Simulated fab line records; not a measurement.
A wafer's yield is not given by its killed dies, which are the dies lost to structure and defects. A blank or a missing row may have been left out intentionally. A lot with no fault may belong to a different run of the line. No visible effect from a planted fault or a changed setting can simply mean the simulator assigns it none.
Comparing a struck lot with a sound one | flow n5 finfet | 16 steps out of a route of 1938
Sound: the wafers L521.2, L521.4, L521.5. Wafers L514.1, L514.2, L514.4 were the ones struck. At the end, the cause is stated.
Order at every step that has rows: each side's tool, ch and its chambers, its first start. Under that, the readings that differ: sound wafers | struck wafers | difference of the means | sigmas: that difference in standard deviations of wafers without a fault.
alike: readings whose means differ by less than 2 such deviations, and words and numbers that are the same on both sides. not compared: withheld readings, readings that some wafer has no value for, bounds like >300 that may hide the same value, and numbers for which the record gives no deviation and whose values overlap.
Wherever a step has rows on one side only, a row that says differs or no value, or a row with sigmas, the two part there. When numbers do not overlap yet have no deviation, they are printed without sigmas and do not part them. Lack of a reading on every wafer of one side parts them only where that side has two or more wafers.

first, 8 steps without rows for these wafers: N5_BEOL_M0_SAQP_COAT_72 (time 60 s, resist thk 15 nm); N5_BEOL_M0_SAQP_COAT_87 (time 60 s, resist thk 5 nm); N5_BEOL_M0_SAQP_COAT_34 (resist thk 30 nm); N5_BEOL_M0_SAQP_EBR_36; N5_BEOL_M0_SAQP_SOFTBAKE_35 (time 60 s); N5_BEOL_M0_SAQP_EXPOSE_37 (exposes mask M0 CUT1, target cd 30 nm); N5_BEOL_M0_SAQP_PEB_38 (peb time 60 s); N5_BEOL_M0_SAQP_DEVELOP_39 (develop time 30 s).
N5_BEOL_M0_SAQP_CD_MEAS_40: the cd target is 30 nm.
  sound on cd sem-01 ch 0, day 11 00:16; struck on cd sem-01 ch 0, day 9 02:43
  alike: cd nm
N5_BEOL_M0_SAQP_OVL_MEAS_41:
  sound on overlay-01 ch 0, day 11 00:19; struck on overlay-01 ch 0, day 9 02:45
  alike: M0_CUT1_OVL
N5_BEOL_M0_SAQP_INSPECT_42: inspects for defects (brightfield).
  sound on defect inspect-01, day 11 00:22; struck on defect inspect-02, day 9 02:49
  alike: raw defect count
N5_BEOL_M0_SAQP_DESCUM_45: chemistry O2, time 7 s.
  sound on rie diel-01 ch 2,3, day 11 00:23; struck on rie diel-01 ch 1,2,3, day 9 02:50
  alike: drypump motor current A, oes product au, rf vpp V, showerhead plenum p Torr, throttle valve pct
  not compared: rf hours counter h
N5_BEOL_M0_SAQP_ETCH_88: etches underlayer in N2/H2, target depth 6.5 nm, time 5.2 s.
  sound on rie diel-01 ch 2,3, day 11 00:26; struck on rie diel-01 ch 1,2,3, day 9 02:53
  no value came back on the struck wafers for any of 8 readings (bias w (W), chamber pressure mTorr (mTorr) and others); on the sound wafers bias w (W) reads 150.1 150.3 149.5
  not compared: rf hours counter h
N5_BEOL_M0_SAQP_ETCH_73: etches SiARC in CF4, target depth 19.5 nm, time 32.5 s.
  sound on rie diel-01 ch 2,3, day 11 00:26; struck on rie diel-01 ch 1,2,3, day 9 02:54
  alike: bias w, cf4 flow sccm, drypump motor current A, etch rf on time s, oes product au, rf vpp V, showerhead plenum p Torr, throttle valve pct
  not compared: rf hours counter h
-- here the record skips 2 days between the struck wafers' starts before and after, leaving off in module BEOL_M0_SAQP and picking up in module BEOL_M4 (first step shown: number 1111 of the route) --
N5_BEOL_M4_RC_MEAS_101:
  sound on prober-02 ch 0, day 13 06:38; struck on prober-02 ch 0, day 11 04:43
  alike: DIBL_N, DIBL_P, IOFF_N, IOFF_P, ION_N, ION_P, SS_N, SS_P, VT_N, VT_P
-- here the record skips 5 days between the struck wafers' starts before and after, leaving off in module BEOL_M4 and picking up in module PASSIVATION (first step shown: number 1936 of the route) --
N5_PASSIVATION_PROBE_49:
  sound on prober-01, day 17 09:19; struck on prober-02, day 15 19:21
  alike: defect limited yield, killed_at_M0_to_M3, killed_at_M4_up, killed at contacts, killed at front end, killed at other, killed dies, killed open, killed short, sort_bin_5_function, sort_bin_6_memory, sort n pass, sort yield pct

== WHERE THEY PART ==
Within this record, at N5_BEOL_M0_SAQP_ETCH_88 only. Later steps at which nothing parts them and some readings are alike: N5_BEOL_M0_SAQP_ETCH_73, N5_BEOL_M4_RC_MEAS_101, N5_PASSIVATION_PROBE_49.

WHY: what had been put in by the simulator
Whole step skipped at N5_BEOL_M0_SAQP_ETCH_88 on rie diel-01, starting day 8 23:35. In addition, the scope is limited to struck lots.
